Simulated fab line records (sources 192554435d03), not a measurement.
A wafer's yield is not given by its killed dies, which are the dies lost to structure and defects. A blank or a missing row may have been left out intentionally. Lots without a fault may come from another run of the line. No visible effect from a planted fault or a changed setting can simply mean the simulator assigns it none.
Lot-split experiment + flow n5 finfet + 21 wafers read from 7 lots, route of 1938 steps

ABOUT THE SPLIT
At N5_BEOL_M10_EXPOSE_25 (exposes mask V9), the setting dose mj was moved away from the recipe's 85.5 on 5 of the 21 wafers read, by -6.6% to -3.3%. The other wafers ran this setting at the recipe's value.

FROM THE SPLIT TO THE READING: what the file shows between them, 2 steps
- N5_BEOL_M10_PEB_26: peb time 60 s
- N5_BEOL_M10_DEVELOP_27: develop time 30 s

THE READING
cd nm (nm) at N5_BEOL_M10_CD_MEAS_28, where the cd target is 70 nm. A value of 69.6 nm with a standard deviation of 0.82 nm is what fault-free wafers of this fab line usually give.

| wafer  | tool, chamber at the split | dose mj as run | against the recipe | cd nm, nm | against lot-mates on the recipe |
|--------|----------------------------|----------------|--------------------|-----------|---------------------------------|
| L074.1 | arfi scanner-01, 0         | 80.41          | -6.0%              | 65.4      | -4.8                            |
| L074.5 | arfi scanner-01, 0         | 80.41          | -6.0%              | 65.9      | -4.3                            |
| L074.6 | arfi scanner-01, 0         | 85.5           | recipe             | 70.2      | -                               |
| L075.3 | arfi scanner-01, 0         | 85.5           | recipe             | 70.7      | -                               |
| L075.4 | arfi scanner-01, 0         | 85.5           | recipe             | 70.5      | -                               |
| L075.5 | arfi scanner-01, 0         | 85.5           | recipe             | 69.3      | -                               |
| L080.1 | arfi scanner-03, 0         | 85.5           | recipe             | 70.6      | -                               |
| L080.2 | arfi scanner-03, 0         | 85.5           | recipe             | 69.3      | -                               |
| L080.3 | arfi scanner-03, 0         | 85.5           | recipe             | 68.9      | -                               |
| L084.2 | arfi scanner-01, 0         | 85.5           | recipe             | 68.3      | -                               |
| L084.3 | arfi scanner-01, 0         | 85.5           | recipe             | 70.4      | -                               |
| L084.5 | arfi scanner-01, 0         | 85.5           | recipe             | 69.7      | -                               |
| L089.2 | arfi scanner-02, 0         | 85.5           | recipe             | 69.6      | -                               |
| L089.5 | arfi scanner-02, 0         | 82.69          | -3.3%              | 67.2      | -2.4                            |
| L089.6 | arfi scanner-02, 0         | 82.69          | -3.3%              | 67.8      | -1.8                            |
| L091.4 | arfi scanner-01, 0         | 85.5           | recipe             | 70.7      | -                               |
| L091.5 | arfi scanner-01, 0         | 85.5           | recipe             | 69.4      | -                               |
| L091.6 | arfi scanner-01, 0         | 79.89          | -6.6%              | 63.9      | -6.2                            |
| L095.3 | arfi scanner-03, 0         | 85.5           | recipe             | 69.9      | -                               |
| L095.4 | arfi scanner-03, 0         | 85.5           | recipe             | 69.3      | -                               |
| L095.5 | arfi scanner-03, 0         | 85.5           | recipe             | 69.8      | -                               |

FIT RESULTS
A straight line over all 21 wafers: cd nm changes by +0.763 nm for each +1% of dose mj; r = +0.94; the points scatter about the line by 0.68 nm.
The same after taking each lot's own level away (the mean of its wafers on the recipe; 21 wafers): +0.806 nm for each +1%; r = +0.95; scatter 0.64 nm.
According to that fit, moving dose mj by its largest amount changes the reading by 5.3 nm.
The span of the lots' own levels, 69.47 to 70.20 nm, comes to 0.9 times the standard deviation stated above.
The two slopes are in agreement: the lot-to-lot level therefore moves the slope only a little.
Check: with one of the wafers moved furthest among these (-6.6%) left out of the fit, the line predicts -4.83 nm for it against its lot-mates. Against them it came out at -6.15 nm.

ADDITIONAL SPLITS CARRIED BY THESE WAFERS
Before the reading, these wafers also passed through other splits. Each is held against what the fit with the lots' levels taken away leaves over:
| other split on the same wafers | wafers away from the commonest value | r with cd nm (lot level and that fit taken away) |
|--------------------------------|--------------------------------------|--------------------------------------------------|
| N5_BEOL_M8_COAT_22 spin rpm    | 6                                    | -0.29                                            |
| N5_BEOL_M8_ETCH_65 source w    | 9                                    | -0.20                                            |
| N5_BEOL_M9_DESCUM_16 time s    | 8                                    | +0.17                                            |
| N5_BEOL_M10_COAT_22 spin rpm   | 8                                    | +0.14                                            |

THE FILE'S OWN FIT
cd nm changes by +0.831 nm for each +1% of dose mj, r = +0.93.
